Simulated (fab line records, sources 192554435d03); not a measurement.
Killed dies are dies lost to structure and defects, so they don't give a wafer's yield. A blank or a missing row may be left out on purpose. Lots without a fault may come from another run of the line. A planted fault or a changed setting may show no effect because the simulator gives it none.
fab line records | flow n5_finfet
record lots=24 wafers=72 last_day=18
route steps=1938 shown DUMMY_GATE@235 SPACER0@259 SD_EPI_N@272 SD_EPI_P@312
lots that met no fault: from a run of the same line without faults
start_h: hours from the record's first day to the start of the lot's first wafer shown | wait_h: hours since the lot's step before | " the same as in the row above | L1.1+2: a row that stands for several wafers | - no value, or no start given | * or withheld: withheld | < > ~ a bound
route shown NAME@n: a module of which the file shows steps, and the number in the route of the first | usual: mean/standard deviation of fault-free wafers | same: alike in all rows | chamber/n: place in a boat | sites: the reading at each site | _std_site: their standard deviation | _edge_site: outer sites' mean less inner sites' | radius_mm: how far each site lies from the wafer's centre | mask NAME#n: copy n | behind: the tool/chamber that last shaped the wafer | hold: why the lot was held/for how many hours/how that ended | device: the transistor (n, p or np) that didn't switch | end of line: the same wafers' tests at the end of the route | a step without rows: its recipe alone | killed: dies lost to structure and defects at the first sort, not the wafer's yield | map: a wafer's dies, x killed, . not, _ none there
set.NAME: the setting as run; set.NAME@STEP: as run at that earlier step | model.NAME: the simulator's own value behind a step, which no gauge read
steps of the route over a sample of lots; a table a step, a row a wafer
services: from which hour (start_h, from the record's first day; less than 0 if before it) a tool's chamber was out of use, for how many hours, and why
## steps
# step N5_DUMMY_GATE_ETCH_29
# recipe chemistry=N2/H2 target=underlayer target_depth_a=130 ion_energy_ev=200 pressure_mtorr=30 source_w=840 bias_w=150 n2_flow_sccm=200 h2_flow_sccm=200
# usual bias_w=150.0/0.46 drypump_motor_current_A=5.7/0.4 oes_product_au=0.76/0.064 rf_vpp_V=523.6/2.5 showerhead_plenum_p_Torr=2.54/0.09 throttle_valve_pct=17.96/0.2
# columns lot.wafer tool chamber start_h wait_h bias_w drypump_motor_current_A oes_product_au rf_hours_counter_h rf_vpp_V showerhead_plenum_p_Torr throttle_valve_pct
L074.2 rie_diel-02 3 50.19 0.0 149.8 4.9 0.78 167 522.0 2.43 18.12
L074.4 " 0 " " 150.7 5.7 0.69 213 525.4 2.64 18.16
L074.6 " 2 " " 149.6 5.9 0.82 - 525.0 2.57 18.12
L075.1 rie_diel-04 0 59.09 0.0 150.3 5.5 0.73 181 520.3 2.43 18.13
L075.4 " 0 " " 149.4 5.5 0.73 - 519.8 2.43 18.13
L075.6 " 3 " " 149.5 6.3 0.91 - 528.7 2.71 17.90
L076.3 rie_diel-04 0 60.98 0.0 150.0 5.5 0.73 181 519.0 2.43 18.16
L076.5 " 3 " " 150.4 6.3 0.92 - 527.6 2.71 17.89
L076.6 " 0 " " 150.2 5.6 0.73 - 522.6 2.43 18.14
L077.2 rie_diel-02 0 67.36 0.0 151.1 5.7 0.69 218 524.8 2.64 18.15
L077.4 " 1 " " 151.0 6.4 0.70 213 523.6 2.51 17.81
L077.5 " 2 " " 150.3 5.9 0.80 - 523.2 2.56 18.10
L078.1 rie_diel-04 2 71.90 0.0 149.3 5.8 0.76 129 525.3 2.54 17.72
L078.3 " 0 " " 149.9 5.5 0.73 185 518.9 2.43 18.11
L078.4 " 1 " " 151.2 5.2 0.69 200 526.7 2.64 18.08
L079.1 rie_diel-03 0 76.69 0.0 149.9 5.9 0.90 22 520.6 2.48 17.61
L079.3 " 2 " " 150.1 6.0 0.79 137 520.9 2.46 17.99
L079.4 " 1 " " 149.6 5.7 0.80 111 524.5 2.56 17.59
L080.2 rie_diel-03 3 81.38 0.0 150.9 5.5 0.74 154 526.1 2.66 17.84
L080.3 " 1 " " 150.3 5.7 0.80 112 523.6 2.55 17.61
L080.6 " 3 " " 150.2 5.5 0.73 - 527.4 2.66 17.84
L081.3 rie_diel-02 2 88.87 0.0 150.1 5.9 0.79 111 522.6 2.56 18.14
L081.5 " 3 " " 150.2 4.9 0.78 - 519.7 2.42 18.14
L081.6 " 2 " " 150.5 5.9 0.80 - 525.0 2.56 18.11
L082.4 rie_diel-03 0 96.59 0.0 149.6 5.9 0.89 28 521.9 2.48 17.63
L082.5 " 3 " " 148.8 5.6 0.73 - 526.1 2.66 17.84
L082.6 " 2 " " 150.1 6.1 0.79 - 520.8 2.46 17.99
L083.4 rie_diel-02 1 100.93 0.0 149.6 6.3 0.68 223 522.6 2.50 17.82
L083.5 " 2 " " 149.9 5.9 0.79 - 523.3 2.56 18.14
L083.6 " 3 " " 150.2 4.9 0.77 - 520.5 2.42 18.14
L084.3 rie_diel-02 0 110.14 0.0 149.7 5.7 0.67 232 526.1 2.63 18.17
L084.4 " 1 " " 150.3 6.3 0.68 226 522.4 2.50 17.83
L084.5 " 3 " " 149.8 4.9 0.76 - 520.7 2.42 18.15
L085.2 rie_diel-04 0 113.01 0.0 149.4 5.5 0.71 197 518.9 2.42 18.17
L085.3 " 3 " " 150.1 6.2 0.87 32 528.5 2.70 17.92
L085.5 " 0 " " 149.6 5.5 0.72 - 520.1 2.42 18.16
L086.1 rie_diel-04 2 118.19 0.0 150.2 5.8 0.76 143 523.7 2.54 17.75
L086.3 " 1 " " 149.5 5.2 0.68 215 526.0 2.63 18.11
L086.5 " 0 " " 149.4 5.5 0.71 - 520.6 2.42 18.17
L087.1 rie_diel-04 0 125.90 0.0 149.6 5.5 0.71 203 521.1 2.42 18.18
L087.3 " 1 " " 150.0 5.2 0.68 219 526.5 2.63 18.13
L087.6 " 2 " " 149.7 5.8 0.75 - 523.3 2.54 17.73
L088.2 rie_diel-03 3 131.20 0.0 149.9 5.5 0.72 170 524.2 2.65 17.85
L088.4 " 2 " " 150.1 6.1 0.77 153 521.0 2.45 18.03
L088.5 " 0 " " 149.9 5.9 0.87 - 521.6 2.47 17.65
L089.4 rie_diel-03 0 135.89 0.0 149.7 5.9 0.87 40 521.8 2.48 17.64
L089.5 " 0 " " 150.0 5.9 0.87 - 521.7 2.47 17.65
L089.6 " 3 " " 150.0 5.6 0.72 - 526.9 2.65 17.86
L090.1 rie_diel-04 1 145.57 0.0 149.3 5.2 0.68 227 526.2 2.62 18.12
L090.3 " 3 " " 150.0 6.3 0.86 39 528.4 2.70 17.94
L090.5 " 0 " " 149.1 5.5 0.70 - 520.2 2.41 18.18
L091.3 rie_diel-04 1 147.31 0.0 150.0 5.2 0.67 228 525.8 2.62 18.14
L091.5 " 0 " " 149.6 5.5 0.70 - 520.0 2.41 18.18
L091.6 " 1 " " 150.5 5.2 0.67 - 525.7 2.62 18.14
L092.2 rie_diel-02 1 155.68 0.0 150.4 6.3 0.68 239 523.5 2.50 17.86
L092.3 " 0 " " 149.9 5.7 0.67 246 526.7 2.63 18.22
L092.6 " 0 " " 148.7 5.7 0.66 - 525.4 2.63 18.21
L093.2 rie_diel-03 3 161.08 0.0 150.4 5.5 0.70 179 526.1 2.65 17.87
L093.3 " 0 " " 149.9 6.0 0.85 48 522.0 2.47 17.66
L093.5 " 0 " " 149.9 6.0 0.86 - 522.5 2.47 17.66
L094.1 rie_diel-02 2 165.16 0.0 150.4 5.8 0.77 133 524.2 2.55 18.17
L094.5 " 2 " " 150.2 5.8 0.77 - 524.5 2.55 18.16
L094.6 " 1 " " 150.2 6.4 0.68 - 524.0 2.50 17.85
L095.1 rie_diel-02 1 173.85 0.0 149.5 6.3 0.68 243 522.9 2.50 17.88
L095.4 " 2 " " 150.1 5.9 0.78 135 525.5 2.55 18.18
L095.5 " 3 " " 149.4 4.9 0.77 - 520.9 2.41 18.19
L096.1 rie_diel-04 3 178.19 0.0 149.7 6.3 0.85 48 528.5 2.70 17.93
L096.2 " 2 " " 150.2 5.8 0.74 163 524.3 2.53 17.77
L096.5 " 3 " " 149.6 6.3 0.84 - 525.1 2.70 17.95
L097.2 rie_diel-03 0 185.32 0.0 149.7 5.9 0.85 54 521.3 2.47 17.67
L097.3 " 3 " " 149.6 5.5 0.71 186 525.9 2.64 17.88
L097.5 " 3 " " 149.2 5.5 0.70 - 526.2 2.64 17.89
# step N5_DUMMY_GATE_ETCH_44
# recipe chemistry=HBr/O2 over_etch_frac=0.7 target_depth_a=1275 stop_on=SiO2 ion_energy_ev=60 bias_w=20 target=poly-Si mask_material=SiO2 pressure_mtorr=20 icp_w=400 HBr_flow_sccm=120 O2_flow_sccm=10
# usual bias_w=19.99/0.058 drypump_motor_current_A=5.7/0.4 oes_product_au=0.731/0.0097 throttle_valve_pct=18.55/0.22
# columns lot.wafer tool chamber start_h wait_h bias_w drypump_motor_current_A oes_product_au rf_hours_counter_h throttle_valve_pct
L074.2 rie_si-06 3 50.89 0.0 20.04 5.4 0.708 175 18.81
L074.4 " 2 " " 19.98 5.1 0.744 182 18.44
L074.6 " 0 " " 19.99 6.5 0.721 - 18.71
L075.1 rie_si-06 3 60.01 0.0 19.93 5.4 0.733 175 18.82
L075.4 " 1 " " 20.04 6.0 0.727 44 18.78
L075.6 " 2 " " 19.98 5.1 0.730 - 18.46
L076.3 rie_si-05 3 61.67 0.0 19.92 6.0 0.728 196 18.60
L076.5 " 2 " " 20.04 6.0 0.740 - 18.50
L076.6 " 3 " " 20.01 6.0 0.723 - 18.61
L077.2 rie_si-05 3 68.23 0.0 20.07 6.0 0.724 196 18.61
L077.4 " 1 " " 20.03 5.7 0.728 185 18.57
L077.5 " 1 " " 19.98 5.8 0.728 - 18.59
L078.1 rie_si-06 1 72.60 0.0 20.08 6.0 0.735 44 18.78
L078.3 " 3 " " 20.00 5.4 0.724 176 18.80
L078.4 " 0 " " 19.98 6.5 0.735 200 18.69
L079.1 rie_si-02 3 77.38 0.0 20.07 5.6 0.715 189 18.73
L079.3 " 2 " " 19.92 5.7 0.724 45 18.07
L079.4 " 0 " " 19.99 5.3 0.735 187 18.50
L080.2 rie_si-06 1 82.09 0.0 20.03 6.1 0.719 44 18.77
L080.3 " 3 " " 19.96 5.4 0.715 176 18.82
L080.6 " 1 " " 20.07 6.0 0.713 - 18.78
L081.3 rie_si-06 2 89.70 0.0 20.02 5.1 0.725 183 18.46
L081.5 " 2 " " 20.09 5.1 0.740 - 18.46
L081.6 " 1 " " 19.92 6.0 0.713 - 18.79
L082.4 rie_si-02 3 97.29 0.0 19.97 5.6 0.726 190 18.73
L082.5 " 0 " " 19.98 5.3 0.733 - 18.50
L082.6 " 3 " " 19.96 5.6 0.732 - 18.71
L083.4 rie_si-05 1 101.62 0.0 20.05 5.7 0.722 185 18.55
L083.5 " 0 " " 20.02 6.4 0.743 - 18.73
L083.6 " 3 " " 19.97 6.0 0.720 - 18.61
L084.3 rie_si-05 1 110.83 0.0 20.02 5.7 0.739 185 18.60
L084.4 " 0 " " 19.92 6.4 0.733 127 18.75
L084.5 " 2 " " 19.99 5.9 0.758 - 18.52
L085.2 rie_si-06 3 113.71 0.0 20.03 5.4 0.715 177 18.79
L085.3 " 1 " " 19.97 6.0 0.725 45 18.79
L085.5 " 3 " " 20.02 5.4 0.715 - 18.82
L086.1 rie_si-05 2 118.88 0.0 20.09 5.9 0.747 88 18.51
L086.3 " 0 " " 20.00 6.4 0.739 128 18.75
L086.5 " 2 " " 20.11 5.9 0.754 - 18.52
L087.1 rie_si-06 0 126.59 0.0 19.92 6.4 0.742 0 18.59
L087.3 " 3 " " 20.02 5.4 0.708 177 18.79
L087.6 " 2 " " 20.04 5.1 0.726 - 18.46
L088.2 rie_si-05 0 131.90 0.0 20.01 6.4 0.749 128 18.74
L088.4 " 1 " " 19.91 5.8 0.731 - 18.57
L088.5 " 2 " " 19.96 5.9 0.739 - 18.52
L089.4 rie_si-02 0 136.77 0.0 20.08 5.3 0.736 188 18.49
L089.5 " 3 " " 19.97 5.6 0.722 - 18.73
L089.6 " 2 " " 19.91 5.7 0.728 - 18.08
L090.1 rie_si-05 2 146.27 0.0 19.83 5.9 0.750 89 18.52
L090.3 " 3 " " 19.98 6.0 0.734 0 18.40
L090.5 " 3 " " 20.01 6.0 0.738 - 18.39
L091.3 rie_si-02 2 148.00 0.0 20.02 5.7 0.732 46 18.06
L091.5 " 3 " " 19.91 5.6 0.713 - 18.74
L091.6 " 0 " " 20.04 5.3 0.738 - 18.50
L092.2 rie_si-06 2 156.39 0.0 19.91 5.1 0.729 184 18.47
L092.3 " 3 " " 19.86 5.4 0.725 177 18.81
L092.6 " 1 " " 20.08 6.0 0.725 - 18.78
L093.2 rie_si-02 0 161.77 0.0 20.08 5.3 0.728 189 18.49
L093.3 " 1 " " 19.98 5.7 0.722 159 18.19
L093.5 " 1 " " 20.02 5.8 0.722 - 18.19
L094.1 rie_si-06 1 165.85 0.0 19.96 6.0 0.732 46 18.80
L094.5 " 1 " " 20.04 6.0 0.726 - 18.79
L094.6 " 2 " " 20.04 5.1 0.737 - 18.47
L095.1 rie_si-02 1 174.69 0.0 19.98 5.7 0.731 159 18.20
L095.4 " 0 " " 20.03 5.3 0.732 - 18.49
L095.5 " 2 " " 19.96 5.7 0.723 - 18.04
L096.1 rie_si-02 2 178.88 0.0 20.01 5.7 0.732 47 18.07
L096.2 " 1 " " 19.98 5.8 0.726 159 18.19
L096.5 " 1 " " 20.00 5.7 0.731 - 18.20
L097.2 rie_si-06 2 186.01 0.0 20.04 5.1 0.726 185 18.47
L097.3 " 1 " " 19.99 6.0 0.726 46 18.76
L097.5 " 1 " " 20.03 6.0 0.727 - 18.79
# step N5_SPACER0_ALD_00
# recipe material=SiOCN target_thk_a=35 temp_c=400 ald_precursor_family=alkyl-aminosilane ald_co_reactant=O2/N2-plasma pulse_time_s=3 purge_time_s=2 co_reactant_purge_time_s=2 ald_cycles=58 pressure_torr=2
# usual heater_power_w=851/67 precursor_pulse_height_rel=0.998/0.02
# columns lot.wafer tool chamber start_h wait_h heater_power_w precursor_pulse_height_rel
L074.2 ald_sin-02 0 51.47 0.1 785 0.982
L074.4 " 1 " " 836 0.977
L074.6 " 1 " " 855 0.997
L075.1 ald_sin-02 2 63.12 0.1 840 1.011
L075.4 " 3 " " 767 0.996
L075.6 " 2 " " 830 0.994
L076.3 ald_sin-01 0 63.40 0.1 909 0.980
L076.5 " 1 " " 846 0.988
L076.6 " 2 " " 878 0.994
L077.2 ald_sin-01 1 68.82 0.1 811 0.986
L077.4 " 0 " " 904 0.977
L077.5 " 2 " " 916 1.020
L078.1 ald_sin-01 0 73.18 0.1 867 1.008
L078.3 " 3 " " 968 0.996
L078.4 " 1 " " 818 0.973
L079.1 ald_sin-02 1 77.97 0.1 806 0.957
L079.3 " 3 " " 800 0.965
L079.4 " 2 " " 842 0.972
L080.2 ald_sin-02 1 82.81 0.1 809 1.044
L080.3 " 3 " " 807 1.010
L080.6 " 1 " " 845 1.017
L081.3 ald_sin-04 1 90.77 0.1 780 1.013
L081.5 " 0 " " 941 0.989
L081.6 " 1 " " 769 0.975
L082.4 ald_sin-02 0 97.87 0.1 771 0.981
L082.5 " 3 " " 806 1.024
L082.6 " 0 " " 764 1.003
L083.4 ald_sin-04 3 103.68 0.1 854 1.012
L083.5 " 1 " " 775 0.992
L083.6 " 0 " " 950 1.005
L084.3 ald_sin-04 0 111.42 0.1 942 1.004
L084.4 " 2 " " 868 1.025
L084.5 " 0 " " 953 0.984
L085.2 ald_sin-02 1 114.38 0.1 827 1.025
L085.3 " 3 " " 815 1.020
L085.5 " 2 " " 830 0.988
L086.1 ald_sin-04 0 119.82 0.1 946 1.001
L086.3 " 1 " " 770 1.011
L086.5 " 2 " " 895 1.005
L087.1 ald_sin-04 0 127.38 0.1 969 0.999
L087.3 " 2 " " 859 0.984
L087.6 " 0 " " 936 0.976
L088.2 ald_sin-01 2 132.49 0.1 851 0.972
L088.4 " 1 " " 754 0.987
L088.5 " 0 " " 902 0.979
L089.4 ald_sin-01 3 137.45 0.1 974 1.013
L089.5 " 2 " " 847 1.008
L089.6 " 1 " " 771 0.968
L090.1 ald_sin-01 1 148.66 0.1 759 1.018
L090.3 " 0 " " 879 1.038
L090.5 " 2 " " 854 0.962
L091.3 ald_sin-02 1 148.70 0.1 815 0.950
L091.5 " 3 " " 803 1.003
L091.6 " 0 " " 770 1.030
L092.2 ald_sin-01 1 157.09 0.1 768 1.000
L092.3 " 0 " " 886 0.951
L092.6 " 3 " " 984 1.003
L093.2 ald_sin-01 0 162.35 0.1 901 0.977
L093.3 " 3 " " 945 1.026
L093.5 " 3 " " 948 0.984
L094.1 ald_sin-02 1 166.43 0.1 824 1.001
L094.5 " 0 " " 793 0.968
L094.6 " 3 " " 797 0.990
L095.1 ald_sin-04 2 175.35 0.1 895 1.004
L095.4 " 0 " " 953 1.003
L095.5 " 1 " " 774 1.021
L096.1 ald_sin-01 0 179.69 0.1 909 0.988
L096.2 " 2 " " 862 0.994
L096.5 " 1 " " 778 1.000
L097.2 ald_sin-04 2 187.03 0.1 890 0.996
L097.3 " 0 " " 929 1.019
L097.5 " 3 " " 852 1.048
# step N5_SD_EPI_N_INSPECT_11
# recipe mode=adi inspect_instrument=macro
# usual raw_defect_count=2.2/1.5
# columns lot.wafer tool chamber start_h wait_h raw_defect_count
L074.2 defect_inspect-01 - 52.34 0.0 2
L074.4 " - " " 1
L074.6 " - " " 5
L075.1 defect_inspect-02 - 63.86 0.0 1
L075.4 " - " " 3
L075.6 " - " " 6
L076.3 defect_inspect-01 - 64.27 0.0 1
L076.5 " - " " 5
L076.6 " - " " 0
L077.2 defect_inspect-02 - 69.69 0.0 4
L077.4 " - " " 1
L077.5 " - " " 0
L078.1 defect_inspect-02 - 73.92 0.0 2
L078.3 " - " " 2
L078.4 " - " " 1
L079.1 defect_inspect-02 - 78.84 0.0 2
L079.3 " - " " 2
L079.4 " - " " 1
L080.2 defect_inspect-01 - 83.68 0.0 2
L080.3 " - " " 1
L080.6 " - " " 3
L081.3 defect_inspect-02 - 91.64 0.0 2
L081.5 " - " " 5
L081.6 " - " " 5
L082.4 defect_inspect-02 - 98.62 0.0 2
L082.5 " - " " 2
L082.6 " - " " 4
L083.4 defect_inspect-01 - 104.55 0.0 1
L083.5 " - " " 3
L083.6 " - " " 3
L084.3 defect_inspect-01 - 112.17 0.0 4
L084.4 " - " " 2
L084.5 " - " " 1
L085.2 defect_inspect-02 - 115.12 0.0 0
L085.3 " - " " 2
L085.5 " - " " 1
L086.1 defect_inspect-01 - 120.71 0.0 2
L086.3 " - " " 3
L086.5 " - " " 4
L087.1 defect_inspect-01 - 128.25 0.0 2
L087.3 " - " " 2
L087.6 " - " " 3
L088.2 defect_inspect-02 - 133.37 0.0 2
L088.4 " - " " 2
L088.5 " - " " 4
L089.4 defect_inspect-02 - 138.32 0.0 4
L089.5 " - " " 0
L089.6 " - " " 5
L090.1 defect_inspect-01 - 149.41 0.0 1
L090.3 " - " " 1
L090.5 " - " " 3
L091.3 defect_inspect-02 - 149.57 0.0 5
L091.5 " - " " 2
L091.6 " - " " 3
L092.2 defect_inspect-01 - 157.96 0.0 3
L092.3 " - " " 3
L092.6 " - " " 4
L093.2 defect_inspect-02 - 163.22 0.0 1
L093.3 " - " " 5
L093.5 " - " " 4
L094.1 defect_inspect-02 - 167.31 0.0 3
L094.5 " - " " 3
L094.6 " - " " 2
L095.1 defect_inspect-01 - 176.21 0.0 2
L095.4 " - " " 3
L095.5 " - " " 1
L096.1 defect_inspect-01 - 180.44 0.0 2
L096.2 " - " " 3
L096.5 " - " " 3
L097.2 defect_inspect-02 - 187.77 0.0 1
L097.3 " - " " 2
L097.5 " - " " 0
# step N5_SD_EPI_N_LINER_46
# recipe material=SiNx target_thk_a=30 temp_c=400 ald_precursor_family=SiH2I2 ald_co_reactant=N2/H2-plasma pressure_torr=2
# usual heater_power_w=857/64
# columns lot.wafer tool chamber start_h wait_h heater_power_w
L074.2 ald_sin-04 3 56.13 0.1 834
L074.4 " 1 " " 754
L074.6 " 2 " " 864
L075.1 ald_sin-03 0 67.59 0.2 946
L075.4 " 3 " " 939
L075.6 " 1 " " 771
L076.3 ald_sin-04 2 68.75 0.1 867
L076.5 " 3 " " 861
L076.6 " 2 " " 866
L077.2 ald_sin-03 1 74.51 0.5 812
L077.4 " 2 " " 880
L077.5 " 1 " " 807
L078.1 ald_sin-02 1 79.05 0.8 839
L078.3 " 2 " " 840
L078.4 " 3 " " 821
L079.1 ald_sin-04 2 85.31 0.7 879
L079.3 " 3 " " 849
L079.4 " 0 " " 912
L080.2 ald_sin-02 0 88.21 0.2 768
L080.3 " 1 " " 811
L080.6 " 3 " " 803
L081.3 ald_sin-02 3 96.73 0.7 789
L081.5 " 1 " " 824
L081.6 " 2 " " 840
L082.4 ald_sin-03 2 102.60 0.3 857
L082.5 " 0 " " 938
L082.6 " 1 " " 803
L083.4 ald_sin-03 3 108.32 0.1 952
L083.5 " 0 " " 947
L083.6 " 3 " " 943
L084.3 ald_sin-04 0 116.05 0.1 911
L084.4 " 3 " " 846
L084.5 " 1 " " 779
L085.2 ald_sin-02 1 119.44 0.7 816
L085.3 " 3 " " 826
L085.5 " 1 " " 822
L086.1 ald_sin-04 3 124.44 0.2 829
L086.3 " 2 " " 879
L086.5 " 3 " " 854
L087.1 ald_sin-04 3 132.48 0.2 843
L087.3 " 1 " " 776
L087.6 " 1 " " 766
L088.2 ald_sin-04 1 137.13 0.1 768
L088.4 " 2 " " 894
L088.5 " 2 " " 867
L089.4 ald_sin-03 0 142.13 0.1 999
L089.5 " 2 " " 876
L089.6 " 1 " " 796
L090.1 ald_sin-03 3 153.56 0.2 943
L090.3 " 1 " " 809
L090.5 " 2 " " 870
L091.3 ald_sin-03 2 153.79 0.1 890
L091.5 " 3 " " 937
L091.6 " 1 " " 813
L092.2 ald_sin-02 2 163.15 0.1 852
L092.3 " 3 " " 793
L092.6 " 1 " " 834
L093.2 ald_sin-04 3 168.80 0.4 836
L093.3 " 1 " " 773
L093.5 " 0 " " 938
L094.1 ald_sin-03 1 171.04 0.2 792
L094.5 " 1 " " 810
L094.6 " 0 " " 967
L095.1 ald_sin-04 3 180.27 0.5 852
L095.4 " 0 " " 942
L095.5 " 0 " " 928
L096.1 ald_sin-03 2 186.24 0.5 883
L096.2 " 0 " " 977
L096.5 " 0 " " 982
L097.2 ald_sin-02 1 192.46 0.1 804
L097.3 " 3 " " 763
L097.5 " 0 " " 831
# step N5_SD_EPI_P_ETCH_16
# recipe chemistry=CHF3/O2 target=SiO2 target_depth_a=50 mask_material=SOC pressure_mtorr=30 source_w=650 bias_w=170 Ar_flow_sccm=200 CHF3_flow_sccm=50 O2_flow_sccm=5 ion_energy_ev=200
# usual bias_w=170.0/0.52 drypump_motor_current_A=5.7/0.39 oes_product_au=0.76/0.074 rf_vpp_V=523/9.8 showerhead_plenum_p_Torr=2.42/0.084 throttle_valve_pct=18.95/0.15
# columns lot.wafer tool chamber start_h wait_h bias_w drypump_motor_current_A oes_product_au rf_hours_counter_h rf_vpp_V showerhead_plenum_p_Torr throttle_valve_pct
L074.2 rie_diel-03 0 57.36 0.1 170.0 5.9 0.92 16 544 2.37 18.63
L074.4 " 1 " " 170.5 5.7 0.82 105 536 2.44 18.71
L074.6 " 0 " " 170.8 5.9 0.92 - 545 2.37 18.61
L075.1 rie_diel-02 1 68.95 0.1 169.3 6.3 0.69 214 517 2.41 18.98
L075.4 " 2 " " 169.3 5.8 0.79 - 527 2.44 19.11
L075.6 " 0 " " 170.4 5.7 0.68 - 528 2.47 18.97
L076.3 rie_diel-04 3 69.98 0.1 171.0 6.3 0.91 20 516 2.57 18.87
L076.5 " 2 " " 170.0 5.8 0.77 - 512 2.42 18.87
L076.6 " 3 " " 170.3 6.3 0.90 - 514 2.56 18.86
L077.2 rie_diel-03 2 75.74 0.1 169.2 6.0 0.79 137 525 2.32 18.91
L077.4 " 0 " " 170.3 5.9 0.91 22 543 2.36 18.65
L077.5 " 0 " " 169.1 5.9 0.92 - 543 2.36 18.64
L078.1 rie_diel-04 0 80.27 0.1 170.3 5.5 0.72 188 515 2.31 19.13
L078.3 " 3 " " 170.5 6.3 0.89 24 515 2.56 18.86
L078.4 " 1 " " 170.9 5.2 0.69 203 532 2.50 19.03
L079.1 rie_diel-02 3 86.66 0.1 169.6 4.9 0.77 173 523 2.29 19.15
L079.3 " 1 " " 169.8 6.4 0.68 219 519 2.40 19.01
L079.4 " 2 " " 170.0 5.9 0.80 111 527 2.44 19.11
L080.2 rie_diel-04 3 89.70 0.1 169.9 6.3 0.89 27 515 2.56 18.88
L080.3 " 2 " " 169.6 5.8 0.76 134 515 2.42 18.89
L080.6 " 0 " " 171.2 5.5 0.72 - 517 2.31 19.12
L081.3 rie_diel-02 0 98.08 0.1 169.7 5.7 0.68 227 527 2.47 18.99
L081.5 " 3 " " 170.1 4.9 0.76 - 524 2.29 19.16
L081.6 " 2 " " 169.6 5.8 0.80 - 526 2.44 19.13
L082.4 rie_diel-03 1 103.95 0.1 170.2 5.7 0.81 119 537 2.44 18.73
L082.5 " 3 " " 170.5 5.5 0.72 - 516 2.50 18.88
L082.6 " 0 " " 169.2 5.9 0.90 - 543 2.36 18.65
L083.4 rie_diel-04 0 109.68 0.1 170.1 5.5 0.72 196 517 2.31 19.12
L083.5 " 3 " " 169.4 6.3 0.89 - 514 2.56 18.88
L083.6 " 2 " " 170.4 5.8 0.75 - 513 2.42 18.89
L084.3 rie_diel-03 2 117.41 0.1 170.2 6.0 0.78 149 525 2.31 18.92
L084.4 " 0 " " 169.7 5.9 0.89 34 545 2.36 18.66
L084.5 " 1 " " 170.4 5.7 0.81 - 539 2.43 18.73
L085.2 rie_diel-03 3 120.79 0.1 169.5 5.5 0.72 166 515 2.50 18.87
L085.3 " 0 " " 169.7 5.9 0.89 35 544 2.36 18.66
L085.5 " 2 " " 170.1 6.0 0.77 - 525 2.31 18.92
L086.1 rie_diel-04 1 125.67 0.1 170.9 5.2 0.68 219 532 2.49 19.04
L086.3 " 2 " " 170.7 5.8 0.75 146 513 2.42 18.88
L086.5 " 1 " " 170.5 5.2 0.68 - 531 2.49 19.07
L087.1 rie_diel-04 0 133.84 0.1 169.5 5.5 0.71 206 518 2.31 19.15
L087.3 " 1 " " 170.6 5.2 0.67 222 532 2.49 19.07
L087.6 " 0 " " 169.6 5.5 0.70 - 515 2.31 19.15
L088.2 rie_diel-04 2 138.48 0.1 170.7 5.8 0.74 151 513 2.41 18.90
L088.4 " 0 " " 170.5 5.5 0.71 207 516 2.30 19.15
L088.5 " 3 " " 169.5 6.3 0.88 - 516 2.56 18.90
L089.4 rie_diel-04 1 143.49 0.1 169.5 5.2 0.69 226 530 2.49 19.07
L089.5 " 3 " " 170.1 6.3 0.87 - 514 2.56 18.90
L089.6 " 0 " " 170.1 5.5 0.70 - 516 2.30 19.15
L090.1 rie_diel-04 0 155.19 0.1 170.0 5.5 0.70 214 515 2.30 19.16
L090.3 " 1 " " 170.0 5.2 0.67 230 531 2.49 19.08
L090.5 " 2 " " 169.8 5.8 0.74 - 512 2.41 18.91
L091.3 rie_diel-03 3 155.44 0.1 170.0 5.5 0.72 177 516 2.50 18.90
L091.5 " 1 " " 169.8 5.7 0.79 - 538 2.43 18.76
L091.6 " 0 " " 169.9 5.9 0.86 - 543 2.35 18.68
L092.2 rie_diel-03 1 164.50 0.1 170.1 5.7 0.78 138 538 2.43 18.74
L092.3 " 3 " " 170.3 5.5 0.70 180 515 2.49 18.91
L092.6 " 0 " " 170.2 5.9 0.86 - 544 2.35 18.67
L093.2 rie_diel-02 2 170.15 0.1 170.0 5.9 0.77 134 526 2.43 19.16
L093.3 " 3 " " 169.8 4.9 0.74 198 522 2.29 19.20
L093.5 " 3 " " 170.0 4.9 0.75 - 523 2.29 19.19
L094.1 rie_diel-04 0 172.39 0.1 170.7 5.5 0.70 218 516 2.30 19.18
L094.5 " 0 " " 170.3 5.5 0.70 - 516 2.30 19.16
L094.6 " 1 " " 169.9 5.2 0.68 - 532 2.49 19.09
L095.1 rie_diel-02 3 181.62 0.1 170.7 4.9 0.74 201 523 2.29 19.20
L095.4 " 1 " " 170.4 6.4 0.67 - 518 2.39 19.05
L095.5 " 3 " " 169.9 4.9 0.74 - 521 2.28 19.19
L096.1 rie_diel-04 0 187.73 0.1 169.9 5.5 0.70 220 517 2.30 19.17
L096.2 " 3 " " 169.2 6.3 0.84 51 515 2.55 18.92
L096.5 " 2 " " 170.5 5.8 0.73 - 513 2.41 18.90
L097.2 rie_diel-04 1 193.81 0.1 169.8 5.2 0.67 240 531 2.48 19.09
L097.3 " 3 " " 170.7 6.3 0.84 52 514 2.55 18.91
L097.5 " 2 " " 170.3 5.8 0.74 - 513 2.41 18.93
## services
# columns tool chamber start_h hours kind
ald_sin-03 0 37.44 13.2 repair
rie_si-06 - 39.12 2.8 pm
rie_diel-03 0 42.38 4.6 repair
rie_diel-04 2 43.58 6.8 repair
rie_si-05 0 44.09 10.5 repair
ald_sin-01 - 53.59 0.2 repair
rie_diel-04 1 57.30 7.8 repair
rie_si-02 - 57.74 15.6 pm
rie_diel-02 3 67.77 16.2 repair
ald_sin-02 3 74.18 2.9 repair
ald_sin-01 - 86.92 14.0 pm
rie_diel-04 3 116.29 12.9 repair
rie_si-06 1 126.75 2.5 repair
rie_si-02 2 128.50 4.3 repair
rie_si-06 0 152.79 8.9 repair
ald_sin-02 - 176.75 14.0 pm
ald_sin-02 0 176.75 14.0 vent_cycle
ald_sin-02 1 176.75 14.0 vent_cycle
rie_diel-04 0 176.83 7.2 repair
ald_sin-01 - 178.71 0.8 pm
rie_si-06 0 184.04 24.3 repair
rie_si-05 3 185.43 8.7 repair
rie_si-02 - 186.66 0.1 repair
rie_si-02 1 191.80 7.9 repair
## key
fault none
